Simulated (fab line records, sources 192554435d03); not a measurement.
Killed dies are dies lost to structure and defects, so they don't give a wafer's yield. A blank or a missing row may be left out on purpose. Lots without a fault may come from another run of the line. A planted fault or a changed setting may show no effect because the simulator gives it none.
Which tool did it? | flow n5_finfet | 10 lots, 28 wafers sampled, at 4 steps of a route of 1938

WHAT THE GAUGES READ, wafer by wafer
N5_MOL_CONTACT_COAG_CD_MEAS_08: target cd 28 nm.
lot  | measured    | on        | cd_nm (nm)
L482 | day 5 01:28 | cd_sem-02 | 28.28 28.18 28.21
L481 | day 5 03:36 | cd_sem-01 | 28.10 27.83 28.25
L483 | day 5 11:47 | cd_sem-02 | 27.85 27.76
L484 | day 5 15:16 | cd_sem-02 | 28.01 28.00 27.65
L486 | day 6 09:11 | cd_sem-03 | 27.49 27.94
L488 | day 6 22:42 | cd_sem-01 | 28.15 28.30 27.96
L491 | day 7 11:49 | cd_sem-02 | 27.80 28.00 27.80
L493 | day 7 20:34 | cd_sem-03 | 27.74 27.38 28.00
L496 | day 8 16:36 | cd_sem-02 | 26.99 26.59 27.17
L499 | day 9 11:25 | cd_sem-02 | 27.11 27.21 26.92

WHICH TOOL RAN EACH LOT (tool, then ch and the chambers of the sampled wafers, then the start)
lot  | N5_GATE_CUT_ETCH_47              | N5_GATE_CUT_CMP_43           | N5_MOL_CONTACT_COAG_EXPOSE_05
L482 | rie_metal-01 ch 0,1, day 4 22:11 | cmp-01 ch 0,2,3, day 5 00:20 | euv_scanner-01 ch 0, day 5 01:21
L481 | rie_metal-03 ch 0,1, day 5 00:29 | cmp-01 ch 0,1,3, day 5 02:40 | euv_scanner-01 ch 0, day 5 03:29
L483 | rie_metal-02 ch 0,1, day 5 08:34 | cmp-02 ch 1,2, day 5 10:58   | euv_scanner-02 ch 0, day 5 11:41
L484 | rie_metal-01 ch 0,1, day 5 12:08 | cmp-01 ch 0,1,3, day 5 14:20 | euv_scanner-02 ch 0, day 5 15:08
L486 | rie_metal-02 ch 0,1, day 6 05:57 | cmp-02 ch 1,2, day 6 08:13   | euv_scanner-01 ch 0, day 6 09:04
L488 | rie_metal-02 ch 1, day 6 19:06   | cmp-01 ch 0,2,3, day 6 21:34 | euv_scanner-02 ch 0, day 6 22:35
L491 | rie_metal-03 ch 0,1, day 7 08:42 | cmp-02 ch 0,1,2, day 7 10:53 | euv_scanner-02 ch 0, day 7 11:41
L493 | rie_metal-03 ch 0,1, day 7 17:26 | cmp-01 ch 1,2,3, day 7 19:33 | euv_scanner-01 ch 0, day 7 20:26
L496 | rie_metal-01 ch 0,1, day 8 13:15 | cmp-04 ch 0,1, day 8 15:35   | euv_scanner-02 ch 0, day 8 16:29
L499 | rie_metal-03 ch 0, day 9 08:10   | cmp-04 ch 0,1,3, day 9 10:17 | euv_scanner-02 ch 0, day 9 11:17
- N5_GATE_CUT_ETCH_47: etches SiO2 in Cl2/BCl3, target depth 10 nm.
- N5_GATE_CUT_CMP_43: polishes SiO2.
- N5_MOL_CONTACT_COAG_EXPOSE_05: exposes mask CA, defocus 0 nm.

THE ANSWER, worked out from the rows above alone
Rule: what is usual is taken from the lots themselves. Put in order of their means at a reading, lots are off if they are a third of the lots or fewer, leave a main group of 4 or more, and stand apart from it by a gap of 3 or more times the standard deviation of the main group's means; of several such gaps the widest counts. A main group whose means are all the same, to the digits that the tables above print for the reading, isn't used. A lot without any number at a reading at which 4 lots or more have one is off too. The other lots that the step has rows for count as sound.
Off: L496, L499, at N5_MOL_CONTACT_COAG_CD_MEAS_08 (cd_nm). The main group: mean 27.93 nm, standard deviation 0.18.
A tool fits if, at a process step before that reading, it ran every lot that is off, and no sound lot after the first of them. The gauges at N5_MOL_CONTACT_COAG_CD_MEAS_08 are tried like those tools. Can't be told from this: 3 tools fit, cmp-04 at N5_GATE_CUT_CMP_43, euv_scanner-02 at N5_MOL_CONTACT_COAG_EXPOSE_05, cd_sem-02 at N5_MOL_CONTACT_COAG_CD_MEAS_08.

WHAT THE SIMULATOR HAD PUT IN
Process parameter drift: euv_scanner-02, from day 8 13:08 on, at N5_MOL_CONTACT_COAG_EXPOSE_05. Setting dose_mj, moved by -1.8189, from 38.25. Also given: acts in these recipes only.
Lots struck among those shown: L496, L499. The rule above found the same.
